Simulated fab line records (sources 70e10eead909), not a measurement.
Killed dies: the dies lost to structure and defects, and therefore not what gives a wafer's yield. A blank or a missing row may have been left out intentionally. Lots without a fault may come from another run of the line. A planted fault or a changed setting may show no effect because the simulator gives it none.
Matching of chambers | flow nand_harc | 4 sister chambers for NHARC_P_M2_ETCH_35 on rie_diel-08
The step etches the open film in N2/H2, target depth 40 nm, overetch 12 nm, time 43.94 s. 14 wafers are shown with their chamber, then 7 later ones without.

== EACH WAFER AND ITS CHAMBER ==
wafer  | chamber | showerhead_plenum_p_Torr (Torr) | drypump_motor_current_A (A) | rf_vpp_V (V)
L075.1 | 0       | 1.92                            | 5.1                         | 428.0
L075.4 | 1       | 2.21                            | 5.9                         | 435.4
L075.6 | 2       | 2.12                            | 6.0                         | 434.3
L077.1 | 1       | 2.21                            | 6.0                         | 434.8
L077.2 | 0       | 1.92                            | 5.1                         | 425.1
L077.5 | 0       | 1.92                            | 5.0                         | 427.6
L078.2 | 2       | 2.11                            | 6.0                         | 433.5
L078.5 | 3       | 1.91                            | 6.7                         | 427.1
L078.6 | 0       | 1.92                            | 5.1                         | 426.7
L082.2 | 2       | 2.11                            | 6.0                         | 434.0
L082.5 | 1       | 2.21                            | 6.0                         | 432.9
L082.6 | 0       | 1.92                            | 5.1                         | 427.6
L083.1 | 3       | 1.90                            | 6.7                         | 425.9
L083.4 | 1       | 2.21                            | 6.0                         | 434.3

SIGNATURES (means of the wafers above)
reading                  | chamber 0 | chamber 1 | chamber 2 | chamber 3 | scatter within a chamber
showerhead_plenum_p_Torr | 1.9200    | 2.2100    | 2.1133    | 1.9050    | 0.00342
drypump_motor_current_A  | 5.080     | 5.975     | 6.000     | 6.700     | 0.0394
rf_vpp_V                 | 427.000   | 434.350   | 433.933   | 426.500   | 0.994
Rule: for a wafer and a chamber, the distance is found by dividing, reading by reading, the gap between the wafer's reading and the chamber's mean by the reading's scatter, squaring, summing and taking the root. If the next closest chamber is less than 2 further off than the closest, the wafer can't be placed; otherwise it belongs to the closest. The scatter: the root of (the sum of the squares of (reading less its chamber's mean) over the shown wafers, divided by (wafers less chambers)).

== WAFERS WITH NO CHAMBER GIVEN ==
wafer  | showerhead_plenum_p_Torr (Torr) | drypump_motor_current_A (A) | rf_vpp_V (V)
L083.6 | 1.90                            | 6.7                         | 427.9
L092.1 | 2.21                            | 6.0                         | 435.8
L092.2 | 1.92                            | 5.1                         | 426.2
L092.3 | 2.11                            | 6.0                         | 432.6
L093.2 | 1.92                            | 5.1                         | 425.3
L093.3 | 1.90                            | 6.7                         | 425.2
L093.5 | 2.11                            | 6.0                         | 431.7

== WHICH CHAMBER EACH ONE RAN IN ==
wafer  | from the rows above | in truth
L083.6 | 3                   | 3
L092.1 | 1                   | 1
L092.2 | 0                   | 0
L092.3 | 2                   | 2
L093.2 | 0                   | 0
L093.3 | 3                   | 3
L093.5 | 2                   | 2
Correctly placed: 7 of 7. Not placeable from these rows: 0. Number placed wrongly: 0.
